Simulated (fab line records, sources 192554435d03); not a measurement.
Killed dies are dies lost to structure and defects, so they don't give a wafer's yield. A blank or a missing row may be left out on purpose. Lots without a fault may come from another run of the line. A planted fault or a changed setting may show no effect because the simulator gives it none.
Which tool did it? | flow n5_finfet | 24 lots, 72 wafers sampled, at 6 steps of a route of 1938

WHAT THE GAUGES READ, wafer by wafer
N5_BEOL_M3_OCD_MEAS_38.
lot  | measured     | on     | trench_depth_nm (nm)
L074 | day 7 15:47  | ocd-02 | 55.3 55.2 54.2
L075 | day 8 05:01  | ocd-02 | 55.4 56.9 55.0
L076 | day 8 08:17  | ocd-02 | 55.4 56.4 55.0
L077 | day 8 11:05  | ocd-01 | 55.0 55.3 56.6
L078 | day 8 15:47  | ocd-02 | 56.5 54.0 56.2
L079 | day 8 21:22  | ocd-01 | 54.1 56.1 54.8
L080 | day 9 02:12  | ocd-01 | 55.5 56.7 55.3
L081 | day 9 04:12  | ocd-02 | 55.3 55.8 54.9
L082 | day 9 19:40  | ocd-01 | 54.9 55.9 54.7
L083 | day 9 22:41  | ocd-01 | 54.6 57.1 56.7
L084 | day 9 23:07  | ocd-02 | 54.2 56.0 56.1
L085 | day 10 06:07 | ocd-01 | 55.5 57.1 57.0
L086 | day 10 14:44 | ocd-01 | 54.3 54.6 54.2
L087 | day 10 22:28 | ocd-02 | 56.3 54.5 54.5
L088 | day 11 06:01 | ocd-01 | 54.3 55.2 54.5
L090 | day 11 12:15 | ocd-02 | 54.5 55.8 55.8
L089 | day 11 16:18 | ocd-01 | 54.4 55.3 55.3
L091 | day 12 00:27 | ocd-02 | 55.1 55.8 55.6
L092 | day 12 10:48 | ocd-02 | 55.5 55.8 56.7
L093 | day 12 10:55 | ocd-01 | 54.5 54.2 55.6
L094 | day 12 15:03 | ocd-02 | 55.9 56.7 55.8
L095 | day 12 15:59 | ocd-02 | 55.8 56.3 56.0
L096 | day 12 21:53 | ocd-01 | 54.9 55.0 54.9
L097 | day 13 09:21 | ocd-02 | 55.7 55.6 54.3

N5_BEOL_M3_INSPECT_59: inspects for defects (darkfield).
lot  | measured     | on                | raw_defect_count
L074 | day 7 20:05  | defect_inspect-02 | 100 116 84
L075 | day 8 11:53  | defect_inspect-02 | 79 71 58
L076 | day 8 13:54  | defect_inspect-02 | 77 65 79
L077 | day 8 15:07  | defect_inspect-02 | 53 48 48
L078 | day 8 20:04  | defect_inspect-01 | 104 135 51
L079 | day 9 01:11  | defect_inspect-02 | 57 45 51
L080 | day 9 07:20  | defect_inspect-01 | 77 59 49
L081 | day 9 09:21  | defect_inspect-01 | 52 58 68
L082 | day 9 23:55  | defect_inspect-01 | 48 71 77
L083 | day 10 02:31 | defect_inspect-01 | 64 106 118
L084 | day 10 03:08 | defect_inspect-02 | 104 121 69
L085 | day 10 12:34 | defect_inspect-01 | 45 54 76
L086 | day 10 18:49 | defect_inspect-02 | 143 116 112
L087 | day 11 03:56 | defect_inspect-02 | 65 53 64
L088 | day 11 09:59 | defect_inspect-01 | 95 62 88
L090 | day 11 16:35 | defect_inspect-01 | 54 70 44
L089 | day 11 21:28 | defect_inspect-02 | 101 112 70
L091 | day 12 05:14 | defect_inspect-01 | 59 40 71
L092 | day 12 16:35 | defect_inspect-01 | 105 75 56
L093 | day 12 16:13 | defect_inspect-01 | 75 41 62
L094 | day 12 19:08 | defect_inspect-02 | 60 61 68
L095 | day 12 21:04 | defect_inspect-01 | 27 47 47
L096 | day 13 02:12 | defect_inspect-02 | 51 57 53
L097 | day 13 13:46 | defect_inspect-01 | 110 69 78

WHICH TOOL RAN EACH LOT (tool, then ch and the chambers of the sampled wafers, then the start)
lot  | N5_BEOL_M3_ANNEAL_82         | N5_BEOL_M3_ANNEAL_93         | N5_BEOL_M3_ANNEAL_51             | N5_BEOL_M3_CO_CAP_55
L074 | pvd_sputter-01, day 7 17:41  | pvd_sputter-01, day 7 18:34  | rtp_anneal-02 ch 0, day 7 19:17  | cvd_co-01 ch 0,1,2, day 7 19:52
L075 | pvd_sputter-01, day 8 06:56  | pvd_sputter-01, day 8 07:49  | rtp_anneal-02 ch 0, day 8 11:00  | cvd_co-01 ch 0,1,2, day 8 11:40
L076 | pvd_sputter-02, day 8 10:28  | pvd_sputter-02, day 8 11:21  | rtp_anneal-02 ch 0, day 8 13:04  | cvd_co-01 ch 0,1, day 8 13:41
L077 | pvd_sputter-03, day 8 12:48  | pvd_sputter-03, day 8 13:41  | rtp_anneal-01 ch 0, day 8 14:14  | cvd_co-02 ch 0,2, day 8 14:54
L078 | pvd_sputter-03, day 8 17:46  | pvd_sputter-03, day 8 18:38  | rtp_anneal-02 ch 0, day 8 19:11  | cvd_co-02 ch 0,1, day 8 19:52
L079 | pvd_sputter-03, day 8 22:52  | pvd_sputter-03, day 8 23:44  | rtp_anneal-02 ch 0, day 9 00:23  | cvd_co-02 ch 0,1, day 9 00:58
L080 | pvd_sputter-03, day 9 04:54  | pvd_sputter-03, day 9 05:47  | rtp_anneal-02 ch 0, day 9 06:27  | cvd_co-01 ch 0,1, day 9 07:08
L081 | pvd_sputter-03, day 9 07:02  | pvd_sputter-03, day 9 07:55  | rtp_anneal-01 ch 0, day 9 08:31  | cvd_co-01 ch 0,1,2, day 9 09:08
L082 | pvd_sputter-03, day 9 21:23  | pvd_sputter-03, day 9 22:16  | rtp_anneal-02 ch 0, day 9 22:55  | cvd_co-01 ch 1,2, day 9 23:42
L083 | pvd_sputter-01, day 10 00:12 | pvd_sputter-01, day 10 01:05 | rtp_anneal-02 ch 0, day 10 01:41 | cvd_co-01 ch 0,1,2, day 10 02:19
L084 | pvd_sputter-02, day 10 00:36 | pvd_sputter-02, day 10 01:29 | rtp_anneal-02 ch 0, day 10 02:11 | cvd_co-01 ch 0,1,2, day 10 02:55
L085 | pvd_sputter-01, day 10 10:07 | pvd_sputter-01, day 10 11:00 | rtp_anneal-01 ch 0, day 10 11:36 | cvd_co-01 ch 0,2, day 10 12:20
L086 | pvd_sputter-02, day 10 16:30 | pvd_sputter-02, day 10 17:23 | rtp_anneal-02 ch 0, day 10 17:59 | cvd_co-01 ch 0,1, day 10 18:36
L087 | pvd_sputter-01, day 11 01:25 | pvd_sputter-01, day 11 02:18 | rtp_anneal-02 ch 0, day 11 03:02 | cvd_co-01 ch 0,1, day 11 03:42
L088 | pvd_sputter-02, day 11 07:40 | pvd_sputter-02, day 11 08:32 | rtp_anneal-02 ch 0, day 11 09:14 | cvd_co-01 ch 0,1,2, day 11 09:48
L090 | pvd_sputter-01, day 11 14:00 | pvd_sputter-01, day 11 14:53 | rtp_anneal-02 ch 0, day 11 15:45 | cvd_co-01 ch 0,1,2, day 11 16:23
L089 | pvd_sputter-01, day 11 19:10 | pvd_sputter-01, day 11 20:02 | rtp_anneal-02 ch 0, day 11 20:41 | cvd_co-01 ch 0,1,2, day 11 21:16
L091 | pvd_sputter-03, day 12 02:55 | pvd_sputter-03, day 12 03:47 | rtp_anneal-01 ch 0, day 12 04:21 | cvd_co-02 ch 1,2, day 12 05:02
L092 | pvd_sputter-03, day 12 13:40 | pvd_sputter-03, day 12 14:33 | rtp_anneal-01 ch 0, day 12 15:13 | cvd_co-02 ch 0,1,2, day 12 16:21
L093 | pvd_sputter-01, day 12 13:25 | pvd_sputter-01, day 12 14:18 | rtp_anneal-01 ch 0, day 12 14:52 | cvd_co-02 ch 0,2, day 12 16:00
L094 | pvd_sputter-03, day 12 16:49 | pvd_sputter-03, day 12 17:41 | rtp_anneal-01 ch 0, day 12 18:15 | cvd_co-01 ch 1,2, day 12 18:55
L095 | pvd_sputter-03, day 12 18:44 | pvd_sputter-03, day 12 19:37 | rtp_anneal-02 ch 0, day 12 20:13 | cvd_co-01 ch 0,1,2, day 12 20:50
L096 | pvd_sputter-02, day 12 23:49 | pvd_sputter-02, day 13 00:42 | rtp_anneal-02 ch 0, day 13 01:19 | cvd_co-01 ch 1,2, day 13 01:59
L097 | pvd_sputter-01, day 13 11:28 | pvd_sputter-01, day 13 12:20 | rtp_anneal-01 ch 0, day 13 12:56 | cvd_co-01 ch 0,2, day 13 13:34
- N5_BEOL_M3_ANNEAL_82: time 240 s.
- N5_BEOL_M3_ANNEAL_93: time 240 s.
- N5_BEOL_M3_ANNEAL_51: time 90 s.
- N5_BEOL_M3_CO_CAP_55: material Co, precursor CCTBA/H2, target thk 2 nm, time 102.1 s.

WHAT THE TOOLS THEMSELVES READ (means of the sampled wafers that have a number; where no wafer has one, the mark that the record gives instead)
N5_BEOL_M3_ANNEAL_82.
lot  | tool           | heater_power_w (W)
L074 | pvd_sputter-01 | 796
L075 | pvd_sputter-01 | 816
L076 | pvd_sputter-02 | 830
L077 | pvd_sputter-03 | 892
L078 | pvd_sputter-03 | 846
L079 | pvd_sputter-03 | 922
L080 | pvd_sputter-03 | 864
L081 | pvd_sputter-03 | 898
L082 | pvd_sputter-03 | 874
L083 | pvd_sputter-01 | 825
L084 | pvd_sputter-02 | 808
L085 | pvd_sputter-01 | 812
L086 | pvd_sputter-02 | 883
L087 | pvd_sputter-01 | 811
L088 | pvd_sputter-02 | 889
L090 | pvd_sputter-01 | 837
L089 | pvd_sputter-01 | 854
L091 | pvd_sputter-03 | 838
L092 | pvd_sputter-03 | 848
L093 | pvd_sputter-01 | 844
L094 | pvd_sputter-03 | 854
L095 | pvd_sputter-03 | 853
L096 | pvd_sputter-02 | 870
L097 | pvd_sputter-01 | 842

N5_BEOL_M3_ANNEAL_93.
lot  | tool           | heater_power_w (W)
L074 | pvd_sputter-01 | 792
L075 | pvd_sputter-01 | 828
L076 | pvd_sputter-02 | 823
L077 | pvd_sputter-03 | 935
L078 | pvd_sputter-03 | 856
L079 | pvd_sputter-03 | 929
L080 | pvd_sputter-03 | 859
L081 | pvd_sputter-03 | 901
L082 | pvd_sputter-03 | 867
L083 | pvd_sputter-01 | 844
L084 | pvd_sputter-02 | 825
L085 | pvd_sputter-01 | 840
L086 | pvd_sputter-02 | 880
L087 | pvd_sputter-01 | 819
L088 | pvd_sputter-02 | 892
L090 | pvd_sputter-01 | 831
L089 | pvd_sputter-01 | 827
L091 | pvd_sputter-03 | 855
L092 | pvd_sputter-03 | 870
L093 | pvd_sputter-01 | 838
L094 | pvd_sputter-03 | 853
L095 | pvd_sputter-03 | 847
L096 | pvd_sputter-02 | 880
L097 | pvd_sputter-01 | 832

N5_BEOL_M3_ANNEAL_51.
lot  | tool          | wafer_temp_C_max
L074 | rtp_anneal-02 | 226.4
L075 | rtp_anneal-02 | 226.5
L076 | rtp_anneal-02 | 226.5
L077 | rtp_anneal-01 | 225.9
L078 | rtp_anneal-02 | 226.0
L079 | rtp_anneal-02 | 226.0
L080 | rtp_anneal-02 | 226.3
L081 | rtp_anneal-01 | 225.9
L082 | rtp_anneal-02 | 226.3
L083 | rtp_anneal-02 | 226.4
L084 | rtp_anneal-02 | 226.2
L085 | rtp_anneal-01 | 226.1
L086 | rtp_anneal-02 | 226.4
L087 | rtp_anneal-02 | 226.4
L088 | rtp_anneal-02 | 226.4
L090 | rtp_anneal-02 | 226.3
L089 | rtp_anneal-02 | 226.0
L091 | rtp_anneal-01 | 225.7
L092 | rtp_anneal-01 | 226.0
L093 | rtp_anneal-01 | 225.8
L094 | rtp_anneal-01 | 225.8
L095 | rtp_anneal-02 | 226.5
L096 | rtp_anneal-02 | 226.1
L097 | rtp_anneal-01 | 225.8

N5_BEOL_M3_CO_CAP_55.
lot  | tool      | heater_power_outer_w (W) | heater_power_w (W)
L074 | cvd_co-01 | 115                      | 231
L075 | cvd_co-01 | 117                      | 229
L076 | cvd_co-01 | 111                      | 233
L077 | cvd_co-02 | 132                      | 258
L078 | cvd_co-02 | 118                      | 227
L079 | cvd_co-02 | 118                      | 225
L080 | cvd_co-01 | 120                      | 241
L081 | cvd_co-01 | 118                      | 232
L082 | cvd_co-01 | 127                      | 244
L083 | cvd_co-01 | 116                      | 233
L084 | cvd_co-01 | 117                      | 232
L085 | cvd_co-01 | 113                      | 221
L086 | cvd_co-01 | 113                      | 230
L087 | cvd_co-01 | 111                      | 230
L088 | cvd_co-01 | 116                      | 235
L090 | cvd_co-01 | 115                      | 235
L089 | cvd_co-01 | 116                      | 232
L091 | cvd_co-02 | 134                      | 257
L092 | cvd_co-02 | 127                      | 243
L093 | cvd_co-02 | 133                      | 256
L094 | cvd_co-01 | 122                      | 230
L095 | cvd_co-01 | 117                      | 234
L096 | cvd_co-01 | 122                      | 230
L097 | cvd_co-01 | 111                      | 222

THE ANSWER, worked out from the rows above alone
Rule: what is usual is taken from the lots themselves. Put in order of their means at a reading, lots are off if they are a third of the lots or fewer, leave a main group of 4 or more, and stand apart from it by a gap of 3 or more times the standard deviation of the main group's means; of several such gaps the widest counts. A main group whose means are all the same, to the digits that the tables above print for the reading, isn't used. A lot without any number at a reading at which 4 lots or more have one is off too. The other lots that the step has rows for count as sound. The gauges are gone through in route order, then the tools' own readings, and for those a lot's mean is taken as printed above. The first step at which some lot is off is used, and at that step the reading that is off furthest; a lot without a number counts as furthest.
No lot is off at any reading shown: from this, nothing can be told.

WHAT THE SIMULATOR HAD PUT IN
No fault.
